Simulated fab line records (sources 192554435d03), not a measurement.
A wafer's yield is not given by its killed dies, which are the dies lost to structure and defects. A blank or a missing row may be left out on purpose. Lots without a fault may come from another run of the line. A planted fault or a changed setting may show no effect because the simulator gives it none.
Matching of chambers :: flow n5 finfet :: N5_BEOL_M7_ALD_77 on ald metal-03: 4 sister chambers
The step deposits TaN, target thk 2 nm, pulse time 2 s, purge time 3 s. 4 wafers are shown with their chamber, then 11 later ones without.

## WAFERS, EACH WITH ITS CHAMBER
wafer: L084.1
chamber: 1
heater power w (W): 382

wafer: L084.2
chamber: 3
heater power w (W): 404

wafer: L084.3
chamber: 0
heater power w (W): 406

wafer: L084.4
chamber: 2
heater power w (W): 383

## WAFERS WITHOUT THEIR CHAMBER
wafer: L084.5
heater power w (W): 397

wafer: L084.6
heater power w (W): 374

wafer: L088.2
heater power w (W): 375

wafer: L088.3
heater power w (W): 381

wafer: L088.5
heater power w (W): 386

wafer: L094.1
heater power w (W): 411

wafer: L094.2
heater power w (W): 409

wafer: L094.5
heater power w (W): 404

wafer: L097.2
heater power w (W): 380

wafer: L097.4
heater power w (W): 410

wafer: L097.5
heater power w (W): 371

## CHAMBER TAKEN BY EACH
wafer: L084.5
from the rows above: can't be placed: 3 or 0 or 2 or 1
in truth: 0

wafer: L084.6
from the rows above: can't be placed: 1 or 2
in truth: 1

wafer: L088.2
from the rows above: can't be placed: 1 or 2
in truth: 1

wafer: L088.3
from the rows above: can't be placed: 1 or 2
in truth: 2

wafer: L088.5
from the rows above: can't be placed: 2 or 1
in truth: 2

wafer: L094.1
from the rows above: can't be placed: 0 or 3
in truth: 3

wafer: L094.2
from the rows above: can't be placed: 0 or 3
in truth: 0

wafer: L094.5
from the rows above: can't be placed: 3 or 0
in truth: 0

wafer: L097.2
from the rows above: can't be placed: 1 or 2
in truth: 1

wafer: L097.4
from the rows above: can't be placed: 0 or 3
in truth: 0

wafer: L097.5
from the rows above: can't be placed: 1 or 2
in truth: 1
0 of 11 placed correctly. These rows do not allow placing 11 (true chamber among the candidates in 11). Placed wrongly: 0.
How it was worked out, from the rows above alone: a wafer's distance from a chamber is the root of the sum, over the readings, of the square of ((its reading less the chamber's mean) divided by the reading's scatter). The wafer belongs to the nearest chamber; if the next one is less than 2 further off, it can't be placed. The mean given for a chamber averages the wafers shown for that chamber. The scatter: with one shown wafer a chamber, the root of the mean of the squares of how far each hidden wafer lies from its nearest shown one.
